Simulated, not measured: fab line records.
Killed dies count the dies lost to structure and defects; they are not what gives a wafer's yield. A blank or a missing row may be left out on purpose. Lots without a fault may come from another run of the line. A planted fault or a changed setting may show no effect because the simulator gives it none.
A struck lot beside a sound one + flow n5 finfet + 24 out of 1938 route steps
Sound: these wafers, L517.2, L517.3, L517.6. Wafers L525.1, L525.2, L525.6 were the ones struck. The cause is named last.
Per side, at each step with rows, come the tool, then ch with its chambers, and then its first start. Under that, the readings that differ: sound wafers + struck wafers + difference of the means + sigmas: that difference in standard deviations of wafers without a fault.
alike: readings with means less than 2 such deviations apart, plus words and numbers identical on both sides. not compared: withheld readings, readings lacking a value on some wafer, bounds such as >300 that could conceal the same value, and numbers that have no deviation in the record and whose values overlap.
The two part at a step that has a row with sigmas, a row that says differs or no value, or rows on one side only. When numbers do not overlap yet have no deviation, they are printed without sigmas and do not part them. Lack of a reading on every wafer of one side parts them only where that side has two or more wafers.

first, 10 steps without rows for these wafers: N5_DUMMY_GATE_PRECLEAN_00 (cleans in O3/DIW, time 60 s); N5_DUMMY_GATE_SRD_01 (time 30 s); N5_DUMMY_GATE_ALD_02 (deposits SiO2, target thk 2 nm, pulse time 1 s); N5_DUMMY_GATE_CVD_03 (deposits a-Si from SiH4, target thk 150 nm, time 8042 s); N5_DUMMY_GATE_PRECLEAN_46 (cleans in DIW, time 89.5 s); N5_DUMMY_GATE_SRD_47 (dry time 32 s); N5_DUMMY_GATE_CMP_04 (polishes a-Si); N5_DUMMY_GATE_HM_DEP_06 (deposits SiNx from DCS/NH3, target thk 80 nm, time 5141 s); N5_DUMMY_GATE_PECVD_30 (deposits SiO2 from TEOS/O2, target thk 55 nm, time 10.8 s); N5_DUMMY_GATE_COAT_34 (time 60 s, resist thk 60 nm).
N5_DUMMY_GATE_COAT_35: time 60 s, resist thk 10 nm.
  sound on litho track-05 ch 0, day 3 16:04; struck on litho track-05 ch 0, day 5 23:43
| reading                                       | sound                | struck               | difference | sigmas      |
|-----------------------------------------------|----------------------|----------------------|------------|-------------|
| spin speed rpm (rpm)                          | 1500.3 1501.1 1498.7 | 1822.6 1823.6 1824.5 | +323.5     | +99 or more |
| model.SiARC_of_DUMMY_GATE_COAT_35.thk nm (nm) | 10 10 10             | 9 9 9                | -1         |             |
  alike: chill plate temp C, plate temp C
then, 10 steps without rows for these wafers: N5_DUMMY_GATE_COAT_28 (time 60 s, resist thk 10 nm); N5_DUMMY_GATE_COAT_09 (resist thk 30 nm); N5_DUMMY_GATE_EBR_11; N5_DUMMY_GATE_SOFTBAKE_10 (time 60 s); N5_DUMMY_GATE_EXPOSE_12 (exposes mask GATE, target cd 25 nm); N5_DUMMY_GATE_PEB_13 (peb time 60 s); N5_DUMMY_GATE_DEVELOP_14 (develop time 30 s); N5_DUMMY_GATE_DESCUM_20 (chemistry O2, time 6.2 s); N5_DUMMY_GATE_ETCH_29 (etches underlayer in N2/H2, target depth 13 nm); N5_DUMMY_GATE_ETCH_36 (etches SiARC in CF4, target depth 13 nm).
N5_DUMMY_GATE_ETCH_37: etches SOC in N2/H2, target depth 60 nm, overetch 30 nm.
  sound on rie diel-02 ch 0,3, day 3 16:59; struck on rie diel-02 ch 0,2, day 6 00:16
| reading                                       | sound   | struck      | difference | sigmas |
|-----------------------------------------------|---------|-------------|------------|--------|
| model.SiARC_of_DUMMY_GATE_COAT_35.thk nm (nm) | 4.8 5 5 | 4.4 4.2 4.2 | -0.7       |        |
  alike: bias w, drypump motor current A, oes product au, rf fwd power W, rf vpp V, showerhead plenum p Torr, throttle valve pct
  not compared: rf hours counter h
then, 1 step without rows for these wafers: N5_DUMMY_GATE_STRIP_38 (strips in N2/H2).
-- a jump in the record: the struck wafers' starts before and after are 5 days apart (it breaks off in module DUMMY_GATE and resumes in module BEOL_M4, where the first step shown is number 1111 of the route) --
N5_BEOL_M4_RC_MEAS_101:
  sound on prober-02 ch 0, day 9 04:14; struck on prober-01 ch 0, day 11 05:14
  alike: DIBL_N, DIBL_P, IOFF_N, IOFF_P, ION_N, ION_P, SS_N, SS_P, VT_N, VT_P

== WHERE THEY PART ==
Only at N5_DUMMY_GATE_COAT_35, as far as this record shows. Later steps at which nothing parts them and some readings are alike: N5_DUMMY_GATE_ETCH_37, N5_BEOL_M4_RC_MEAS_101.

WHY: whatever the simulator had introduced
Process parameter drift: litho track-05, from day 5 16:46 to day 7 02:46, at N5_DUMMY_GATE_COAT_35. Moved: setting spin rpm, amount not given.
